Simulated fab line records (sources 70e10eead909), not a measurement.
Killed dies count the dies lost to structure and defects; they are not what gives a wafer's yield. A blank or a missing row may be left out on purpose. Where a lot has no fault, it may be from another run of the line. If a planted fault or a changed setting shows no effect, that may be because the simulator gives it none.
Which of the tools did it? :: flow nand harc :: 33 wafers from 11 lots sampled at 5 of the route's 1302 steps

== WHAT THE GAUGES SHOWED, per wafer ==
NHARC_END_SORT_01. Usual: defect limited yield 91.5 %, standard deviation 2.9; killed at array 53, standard deviation 20; killed at other 1, standard deviation 1.2; killed at periphery 3.7, standard deviation 2.6; killed dies 58, standard deviation 20; killed open 3.5, standard deviation 1.8; killed short 2.4, standard deviation 1.7; sort_bin_2_pct 3.1 %, standard deviation 1.3; sort_bin_3_pct 0.6 %, standard deviation 0.4; sort_bin_4_pct 4.9 %, standard deviation 1.7; sort n pass 619, standard deviation 20; sort rim yield pct 92 %, standard deviation 4; sort yield pct 91.5 %, standard deviation 2.9.
lot: L861
measured: day 27 22:27
on: prober-02
defect limited yield (%): 88.2 89.1 87.3
killed at array: 76 73 82
killed at other: 1 0 0
killed at periphery: 3 1 4
killed dies: 80 74 86
killed open: 3 3 7
killed short: 6 4 3
sort_bin_2_pct (%): 4.7 4.0 5.3
sort_bin_3_pct (%): 0.6 0.6 1.5
sort_bin_4_pct (%): 6.5 6.4 5.9
sort n pass: 597 603 591
sort rim yield pct (%): 97 97 98
sort yield pct (%): 88.2 89.1 87.3
flag: 

lot: L862
measured: day 28 06:10
on: prober-01
defect limited yield (%): 91.6 93.9 90.8
killed at array: 55 37 58
killed at other: 1 2 3
killed at periphery: 1 2 1
killed dies: 57 41 62
killed open: 6 0 4
killed short: 0 4 1
sort_bin_2_pct (%): 2.4 1.9 4.1
sort_bin_3_pct (%): 0.6 0.3 0.3
sort_bin_4_pct (%): 5.5 3.8 4.7
sort n pass: 620 636 615
sort rim yield pct (%): 90 89 87
sort yield pct (%): 91.6 93.9 90.8
flag: 

== TOOL THAT RAN EACH LOT (tool first, then ch and the chambers of the sampled wafers, then the start) ==
lot: L853
NHARC_A_BONDPAD_DESCUM_11: rie diel-13 ch 0,2,3, day 23 00:59
NHARC_A_BONDPAD_ETCH_12: rie diel-13 ch 0,2, day 23 03:38 or earlier
NHARC_HYBRID_BOND_ACTIVATE_00: rie diel-03 ch 1,2, day 23 03:38
NHARC_THIN_TSV_CMP_01: cmp-04 ch 1,2, day 23 12:48

lot: L854
NHARC_A_BONDPAD_DESCUM_11: rie diel-06 ch 0,2,3, day 23 04:34
NHARC_A_BONDPAD_ETCH_12: rie diel-06 ch 0,1,3, day 23 07:19 or earlier
NHARC_HYBRID_BOND_ACTIVATE_00: rie diel-03 ch 0,1,3, day 23 07:19
NHARC_THIN_TSV_CMP_01: cmp-04 ch 0,1,3, day 23 18:10

lot: L855
NHARC_A_BONDPAD_DESCUM_11: rie diel-06 ch 0,1,3, day 23 14:55
NHARC_A_BONDPAD_ETCH_12: rie diel-06 ch 0,1,3, day 23 17:40 or earlier
NHARC_HYBRID_BOND_ACTIVATE_00: rie diel-03 ch 2,3, day 23 17:40
NHARC_THIN_TSV_CMP_01: cmp-04 ch 0,3, day 24 04:40

lot: L856
NHARC_A_BONDPAD_DESCUM_11: rie diel-13 ch 0,1,3, day 24 19:22
NHARC_A_BONDPAD_ETCH_12: rie diel-13 ch 2,3, day 24 21:59 or earlier
NHARC_HYBRID_BOND_ACTIVATE_00: rie diel-03 ch 1,2, day 24 21:59
NHARC_THIN_TSV_CMP_01: cmp-02 ch 0,1, day 25 10:09

lot: L858
NHARC_A_BONDPAD_DESCUM_11: rie diel-06 ch 0,2,3, day 24 21:37
NHARC_A_BONDPAD_ETCH_12: rie diel-06 ch 1,2,3, day 25 00:14 or earlier
NHARC_HYBRID_BOND_ACTIVATE_00: rie diel-03 ch 0,1, day 25 00:14
NHARC_THIN_TSV_CMP_01: cmp-03 ch 1,2,3, day 25 09:01

lot: L857
NHARC_A_BONDPAD_DESCUM_11: rie diel-06 ch 0,1, day 25 02:00
NHARC_A_BONDPAD_ETCH_12: rie diel-06 ch 0,3, day 25 04:38 or earlier
NHARC_HYBRID_BOND_ACTIVATE_00: rie diel-07 ch 0,1,3, day 25 04:38
NHARC_THIN_TSV_CMP_01: cmp-02 ch 1,2,3, day 25 15:32

lot: L859
NHARC_A_BONDPAD_DESCUM_11: rie diel-13 ch 0,2,3, day 25 14:59
NHARC_A_BONDPAD_ETCH_12: rie diel-13 ch 1,2, day 25 17:38 or earlier
NHARC_HYBRID_BOND_ACTIVATE_00: rie diel-07 ch 1,2,3, day 25 17:38
NHARC_THIN_TSV_CMP_01: cmp-02 ch 0,1, day 26 04:26

lot: L861
NHARC_A_BONDPAD_DESCUM_11: rie diel-06 ch 2,3, day 26 13:41
NHARC_A_BONDPAD_ETCH_12: rie diel-06 ch 2,3, day 26 16:23 or earlier
NHARC_HYBRID_BOND_ACTIVATE_00: rie diel-03 ch 1,2,3, day 26 16:23
NHARC_THIN_TSV_CMP_01: cmp-03 ch 0,1,3, day 27 06:23

lot: L860
NHARC_A_BONDPAD_DESCUM_11: rie diel-13 ch 0,2,3, day 26 14:18
NHARC_A_BONDPAD_ETCH_12: rie diel-13 ch 2,3, day 26 17:07 or earlier
NHARC_HYBRID_BOND_ACTIVATE_00: rie diel-07 ch 0,3, day 26 17:07
NHARC_THIN_TSV_CMP_01: cmp-03 ch 1,2,3, day 27 05:11

lot: L862
NHARC_A_BONDPAD_DESCUM_11: rie diel-06 ch 1,2, day 26 19:34
NHARC_A_BONDPAD_ETCH_12: rie diel-06 ch 1,2, day 26 22:17 or earlier
NHARC_HYBRID_BOND_ACTIVATE_00: rie diel-03 ch 0,2,3, day 26 22:17
NHARC_THIN_TSV_CMP_01: cmp-03 ch 0,1,3, day 27 09:28

lot: L873
NHARC_A_BONDPAD_DESCUM_11: rie diel-13 ch 1,2,3, day 31 03:16
NHARC_A_BONDPAD_ETCH_12: rie diel-13 ch 0,1,2, day 31 05:55 or earlier
NHARC_HYBRID_BOND_ACTIVATE_00: rie diel-03 ch 0,1,3, day 31 05:55
NHARC_THIN_TSV_CMP_01: cmp-02 ch 1,3, day 32 01:13
- NHARC_A_BONDPAD_DESCUM_11: chemistry O2, time 3 s.
- NHARC_A_BONDPAD_ETCH_12: etches the open film in CHF3/O2, target depth 220 nm, time 110 s.
- NHARC_HYBRID_BOND_ACTIVATE_00: chemistry N2, time 60 s.
- NHARC_THIN_TSV_CMP_01: polishes.

== WHAT THE TOOLS THEMSELVES READ (means of the sampled wafers that have a number; where no wafer has one, the mark that the record gives instead) ==
NHARC_A_BONDPAD_DESCUM_11. Usual: drypump motor current A 5.8 A, standard deviation 0.38; oes product au 1.004 a.u., standard deviation 0.01; rf vpp V 57.7 V, standard deviation 0.95; showerhead plenum p Torr 1.90 Torr, standard deviation 0.081; throttle valve pct 11.310 %, standard deviation 0.0097.
lot: L853
tool: rie diel-13
drypump motor current A (A): 5.9
oes product au (a.u.): 1.004
rf vpp V (V): 57.9
showerhead plenum p Torr (Torr): 1.88
throttle valve pct (%): 11.304
flag: 

lot: L854
tool: rie diel-06
drypump motor current A (A): 5.7
oes product au (a.u.): 1.000
rf vpp V (V): 58.0
showerhead plenum p Torr (Torr): 1.92
throttle valve pct (%): 11.312
flag: 

lot: L855
tool: rie diel-06
drypump motor current A (A): 5.7
oes product au (a.u.): 1.006
rf vpp V (V): 57.6
showerhead plenum p Torr (Torr): 1.88
throttle valve pct (%): 11.317
flag: 

lot: L856
tool: rie diel-13
drypump motor current A (A): 5.6
oes product au (a.u.): 1.000
rf vpp V (V): 57.2
showerhead plenum p Torr (Torr): 1.87
throttle valve pct (%): 11.315
flag: 

lot: L858
tool: rie diel-06
drypump motor current A (A): 5.7
oes product au (a.u.): 0.997
rf vpp V (V): 58.1
showerhead plenum p Torr (Torr): 1.92
throttle valve pct (%): 11.306
flag: 

lot: L857
tool: rie diel-06
drypump motor current A (A): 5.8
oes product au (a.u.): 1.000
rf vpp V (V): 57.3
showerhead plenum p Torr (Torr): 1.83
throttle valve pct (%): 11.306
flag: 

lot: L859
tool: rie diel-13
drypump motor current A (A): 5.8
oes product au (a.u.): 1.004
rf vpp V (V): 57.1
showerhead plenum p Torr (Torr): 1.88
throttle valve pct (%): 11.310
flag: 

lot: L861
tool: rie diel-06
drypump motor current A (A): 5.8
oes product au (a.u.): 1.004
rf vpp V (V): 58.0
showerhead plenum p Torr (Torr): 1.98
throttle valve pct (%): 11.313
flag: 

lot: L860
tool: rie diel-13
drypump motor current A (A): 5.8
oes product au (a.u.): 0.992
rf vpp V (V): 57.5
showerhead plenum p Torr (Torr): 1.88
throttle valve pct (%): 11.307
flag: 

lot: L862
tool: rie diel-06
drypump motor current A (A): 6.0
oes product au (a.u.): 1.006
rf vpp V (V): 57.9
showerhead plenum p Torr (Torr): 1.90
throttle valve pct (%): 11.314
flag: 

lot: L873
tool: rie diel-13
drypump motor current A (A): 5.4
oes product au (a.u.): 0.996
rf vpp V (V): 57.0
showerhead plenum p Torr (Torr): 1.79
throttle valve pct (%): 11.316
flag: 

NHARC_A_BONDPAD_ETCH_12. Usual: drypump motor current A 5.8 A, standard deviation 0.38; oes product au 0.952 a.u., standard deviation 0.022; rf vpp V 370.2 V, standard deviation 2.3; showerhead plenum p Torr 2.38 Torr, standard deviation 0.096; throttle valve pct 20.572 %, standard deviation 0.0097.
lot: L853
tool: rie diel-13
drypump motor current A (A): 6.1
oes product au (a.u.): 0.961
rf vpp V (V): 369.7
showerhead plenum p Torr (Torr): 2.37
throttle valve pct (%): 20.571
flag: 

lot: L854
tool: rie diel-06
drypump motor current A (A): 5.7
oes product au (a.u.): 0.975
rf vpp V (V): 370.1
showerhead plenum p Torr (Torr): 2.36
throttle valve pct (%): 20.571
flag: 

lot: L855
tool: rie diel-06
drypump motor current A (A): 5.7
oes product au (a.u.): 0.931
rf vpp V (V): 369.3
showerhead plenum p Torr (Torr): 2.36
throttle valve pct (%): 20.559
flag: 

lot: L856
tool: rie diel-13
drypump motor current A (A): 5.4
oes product au (a.u.): 0.923
rf vpp V (V): 367.2
showerhead plenum p Torr (Torr): 2.28
throttle valve pct (%): 20.571
flag: 

lot: L858
tool: rie diel-06
drypump motor current A (A): 5.8
oes product au (a.u.): 0.970
rf vpp V (V): 371.8
showerhead plenum p Torr (Torr): 2.43
throttle valve pct (%): 20.569
flag: 

lot: L857
tool: rie diel-06
drypump motor current A (A): 5.5
oes product au (a.u.): 0.959
rf vpp V (V): 370.5
showerhead plenum p Torr (Torr): 2.40
throttle valve pct (%): 20.572
flag: 

lot: L859
tool: rie diel-13
drypump motor current A (A): 5.6
oes product au (a.u.): 0.917
rf vpp V (V): 366.8
showerhead plenum p Torr (Torr): 2.26
throttle valve pct (%): 20.580
flag: 

lot: L861
tool: rie diel-06
drypump motor current A (A): 5.6
oes product au (a.u.): 0.963
rf vpp V (V): 371.6
showerhead plenum p Torr (Torr): 2.47
throttle valve pct (%): 20.564
flag: 

lot: L860
tool: rie diel-13
drypump motor current A (A): 5.4
oes product au (a.u.): 0.929
rf vpp V (V): 367.9
showerhead plenum p Torr (Torr): 2.28
throttle valve pct (%): 20.570
flag: 

lot: L862
tool: rie diel-06
drypump motor current A (A): 6.0
oes product au (a.u.): 0.929
rf vpp V (V): 370.6
showerhead plenum p Torr (Torr): 2.38
throttle valve pct (%): 20.570
flag: 

lot: L873
tool: rie diel-13
drypump motor current A (A): 5.9
oes product au (a.u.): 0.981
rf vpp V (V): 369.1
showerhead plenum p Torr (Torr): 2.34
throttle valve pct (%): 20.580
flag: 

NHARC_HYBRID_BOND_ACTIVATE_00. Usual: drypump motor current A 5.7 A, standard deviation 0.42; n2 flow sccm 200.0 sccm, standard deviation 0.68; oes product au 0.997 a.u., standard deviation 0.0082; rf vpp V 64.0 V, standard deviation 0.88; run length s 81.1 s, standard deviation 0.47; showerhead plenum p Torr 1.75 Torr, standard deviation 0.089.
lot: L853
tool: rie diel-03
drypump motor current A (A): 5.5
n2 flow sccm (sccm): 200.3
oes product au (a.u.): 0.996
rf vpp V (V): 64.2
run length s (s): 80.9
showerhead plenum p Torr (Torr): 1.82
flag: 

lot: L854
tool: rie diel-03
drypump motor current A (A): 5.7
n2 flow sccm (sccm): 199.7
oes product au (a.u.): 1.003
rf vpp V (V): 63.7
run length s (s): 81.1
showerhead plenum p Torr (Torr): 1.77
flag: 

lot: L855
tool: rie diel-03
drypump motor current A (A): 6.1
n2 flow sccm (sccm): 200.6
oes product au (a.u.): 0.987
rf vpp V (V): 64.9
run length s (s): 81.2
showerhead plenum p Torr (Torr): 1.77
flag: 

lot: L856
tool: rie diel-03
drypump motor current A (A): 5.5
n2 flow sccm (sccm): 199.7
oes product au (a.u.): 1.002
rf vpp V (V): 64.1
run length s (s): 80.9
showerhead plenum p Torr (Torr): 1.82
flag: 

lot: L858
tool: rie diel-03
drypump motor current A (A): 5.5
n2 flow sccm (sccm): 200.1
oes product au (a.u.): 1.012
rf vpp V (V): 64.2
run length s (s): 80.8
showerhead plenum p Torr (Torr): 1.80
flag: 

lot: L857
tool: rie diel-07
drypump motor current A (A): 5.8
n2 flow sccm (sccm): 199.8
oes product au (a.u.): 0.997
rf vpp V (V): 63.3
run length s (s): 81.5
showerhead plenum p Torr (Torr): 1.73
flag: 

lot: L859
tool: rie diel-07
drypump motor current A (A): 6.0
n2 flow sccm (sccm): 199.5
oes product au (a.u.): 0.989
rf vpp V (V): 63.7
run length s (s): 81.3
showerhead plenum p Torr (Torr): 1.70
flag: 

lot: L861
tool: rie diel-03
drypump motor current A (A): 5.8
n2 flow sccm (sccm): 199.9
oes product au (a.u.): 1.001
rf vpp V (V): 63.9
run length s (s): 80.9
showerhead plenum p Torr (Torr): 1.79
flag: 

lot: L860
tool: rie diel-07
drypump motor current A (A): 5.4
n2 flow sccm (sccm): 200.7
oes product au (a.u.): 0.994
rf vpp V (V): 63.9
run length s (s): 81.8
showerhead plenum p Torr (Torr): 1.71
flag: 

lot: L862
tool: rie diel-03
drypump motor current A (A): 5.8
n2 flow sccm (sccm): 200.3
oes product au (a.u.): 0.995
rf vpp V (V): 63.8
run length s (s): 81.0
showerhead plenum p Torr (Torr): 1.71
flag: 

lot: L873
tool: rie diel-03
drypump motor current A (A): 5.7
n2 flow sccm (sccm): 200.3
oes product au (a.u.): 0.994
rf vpp V (V): 64.8
run length s (s): 80.4
showerhead plenum p Torr (Torr): 1.77
flag: 

NHARC_THIN_TSV_CMP_01. Usual: motor current A at 11.8 A, with a standard deviation of 1.2.
lot: L853
tool: cmp-04
motor current A (A): 10.1
flag: 

lot: L854
tool: cmp-04
motor current A (A): 12.0
flag: 

lot: L855
tool: cmp-04
motor current A (A): 12.5
flag: 

lot: L856
tool: cmp-02
motor current A (A): 12.9
flag: 

lot: L858
tool: cmp-03
motor current A (A): 11.1
flag: 

lot: L857
tool: cmp-02
motor current A (A): 11.7
flag: 

lot: L859
tool: cmp-02
motor current A (A): 13.3
flag: 

lot: L861
tool: cmp-03
motor current A (A): 11.6
flag: 

lot: L860
tool: cmp-03
motor current A (A): 11.4
flag: 

lot: L862
tool: cmp-03
motor current A (A): 11.8
flag: 

lot: L873
tool: cmp-02
motor current A (A): 11.6
flag: 

== THE ANSWER, worked out from the rows above alone ==
Rule: take the mean of a lot's wafers that have a number; if it is more than 3 standard deviations from the usual mean, the lot is off. Also off: a lot with no number at a reading for which 4 or more lots have one. All remaining lots with rows at the step are treated as sound. First the gauges in route order, then the tools' own readings, where a lot's mean is used as printed above. The first step at which some lot is off is used, and at that step the reading that is off furthest; a lot without a number counts as furthest.
No lot is off at any reading shown: from this, nothing can be told.

== WHAT THE SIMULATOR HAD INSERTED ==
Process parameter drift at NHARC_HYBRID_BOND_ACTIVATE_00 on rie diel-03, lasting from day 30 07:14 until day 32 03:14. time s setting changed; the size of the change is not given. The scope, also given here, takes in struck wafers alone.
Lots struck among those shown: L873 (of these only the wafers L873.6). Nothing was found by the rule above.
